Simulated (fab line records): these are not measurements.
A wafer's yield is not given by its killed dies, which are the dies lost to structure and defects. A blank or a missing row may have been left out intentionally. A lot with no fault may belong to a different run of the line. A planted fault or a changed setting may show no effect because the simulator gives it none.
A lot that was struck, set against a sound lot ; flow n5_finfet ; 16 out of 1938 route steps
Sound: the wafers L164.1, L164.4, L164.5. Struck: wafer L182.3 (left out: L182.1, L182.2 of the same lot, which were not struck); the cause appears at the end.
Per side, at each step with rows, come the tool, then ch with its chambers, and then its first start. Under that, the readings that differ: sound wafers ; struck wafers ; difference of the means ; sigmas: that difference in standard deviations of wafers without a fault.
alike: a reading whose means differ by less than 2 such deviations, as well as words and numbers matching on both sides. not compared: withheld readings; readings where some wafer has no value; bounds like >300 that might hide an equal value; numbers whose values overlap and for which the record gives no deviation.
Wherever a step has rows on one side only, a row that says differs or no value, or a row with sigmas, the two part there. Non-overlapping numbers with no deviation appear without sigmas and do not part them. Lack of a reading on every wafer of one side parts them only where that side has two or more wafers.

N5_FIN_SAQP_ETCH_65: etches SiO2 in CF4, target depth 4 nm, time 4.4 s.
  sound on rie_si-05 ch 0,3, day 3 06:08; struck on rie_si-04 ch 0, day 7 18:55
reading;sound;struck;difference;sigmas
chamber_pressure_mTorr (mTorr);9.998 9.993 10.010;9.978;-0.022;-3
  alike: drypump_motor_current_A, oes_product_au, throttle_valve_pct
  not compared: rf_hours_counter_h
N5_FIN_SAQP_MANDREL_ETCH_58: etches a-Si in HBr/Cl2, stops on SiNx, target depth 45 nm, bt time 10 s, time 27 s.
  sound on rie_si-05 ch 0,3, day 3 06:10; struck on rie_si-04 ch 0, day 7 18:57
  alike: chamber_pressure_mTorr, drypump_motor_current_A, oes_product_au, throttle_valve_pct
  not compared: rf_hours_counter_h
then, 2 steps without rows for these wafers: N5_FIN_SAQP_RECESS_63 (chemistry HF/NH3, target SiO2, target depth 18 nm, afs cycles 3, sublimation time 60 s); N5_FIN_SAQP_COAT_68 (time 60 s, resist thk 100 nm).
N5_FIN_SAQP_ETCH_69: etches SOC in N2/H2, stops on SiNx, target depth 150 nm.
  sound on rie_diel-05 ch 0,1,2, day 3 06:46; struck on rie_diel-01 ch 2, day 7 19:29
  alike: chamber_pressure_mTorr, drypump_motor_current_A, oes_product_au, rf_vpp_V, showerhead_plenum_p_Torr, throttle_valve_pct
  not compared: rf_hours_counter_h
then, 1 step without rows for these wafers: N5_FIN_SAQP_ETCH_67 (etches SiNx in CH3F/O2, target depth 30 nm).
N5_FIN_SAQP_STRIP_70: strips in N2/H2.
  sound on rie_diel-05 ch 0,1,2, day 3 06:52; struck on rie_diel-01 ch 2, day 7 19:35
  alike: bias_power_w, chamber_pressure_mTorr, drypump_motor_current_A, oes_product_au, rf_vpp_V, showerhead_plenum_p_Torr, throttle_valve_pct
  not compared: rf_hours_counter_h
N5_FIN_SAQP_RECESS_71: chemistry HF/NH3, target SiO2, target depth 3 nm, afs cycles 1, sublimation time 60 s.
  sound on vapor_etch-01 ch 0,1, day 3 06:55; struck on vapor_etch-01 ch 1, day 7 19:47
  alike: drypump_motor_current_A
then, 3 steps without rows for these wafers: N5_FIN_SAQP_SPACER2_ALD_28 (deposits SiO2, target thk 8.1 nm, pulse time 1 s, purge time 2 s); N5_FIN_SAQP_SPACER2_ETCHBACK_29 (etches SiO2 in CHF3/O2, target depth 12.2 nm, time 6.1 s); N5_FIN_SAQP_MANDREL2_REMOVE_60 (chemistry HBr/Cl2/O2, target a-Si, stops on SiNx, bt time 10 s).
N5_FIN_SAQP_CD_MEAS_31: target cd 8 nm.
  sound on cd_sem-02 ch 0, day 3 07:35; struck on cd_sem-03 ch 0, day 7 20:28
  alike: cd_nm
N5_FIN_SAQP_HM_OPEN_33: chemistry CH3F/O2, target SiNx, target depth 49.4 nm, time 70.6 s.
  sound on rie_diel-01 ch 1,3, day 3 07:38; struck on rie_diel-01 ch 1, day 7 20:36
reading;sound;struck;difference;sigmas
etch_rf_on_time_s (s);69.7 70.1 70.4;96.6;+26.5;+27
oes_product_au (a.u.);0.64 0.77 0.76;0.53;-0.19;-4
showerhead_plenum_p_Torr (Torr);1.92 2.13 2.13;1.91;-0.15;-2
  alike: chamber_pressure_mTorr, drypump_motor_current_A, oes_f_703_au, rf_vpp_V, throttle_valve_pct
  not compared: rf_hours_counter_h
then, 1 step without rows for these wafers: N5_FIN_SAQP_ETCH_34 (etches SiO2 in C4F6/O2, target depth 45 nm, time 15 s).
-- record jumps: 6 days separate the struck wafers' starts on either side; left off in module FIN_SAQP, taken up again in module BEOL_M4, whose first shown step is the route's number 1111 --
N5_BEOL_M4_RC_MEAS_101:
  sound on prober-01 ch 0, day 9 00:01; struck on prober-01 ch 0, day 13 19:11
  alike: DIBL_N, DIBL_P, IOFF_N, IOFF_P, ION_N, ION_P, SS_N, SS_P, VT_N, VT_P
then, 1 step without rows for these wafers: N5_PASSIVATION_PROBE_49.

## WHERE THEY PART
Last at N5_FIN_SAQP_HM_OPEN_33 as far as this record goes, first at N5_FIN_SAQP_ETCH_65. Later steps at which nothing parts them and some readings are alike: N5_BEOL_M4_RC_MEAS_101.

WHY: the cause the simulator had injected
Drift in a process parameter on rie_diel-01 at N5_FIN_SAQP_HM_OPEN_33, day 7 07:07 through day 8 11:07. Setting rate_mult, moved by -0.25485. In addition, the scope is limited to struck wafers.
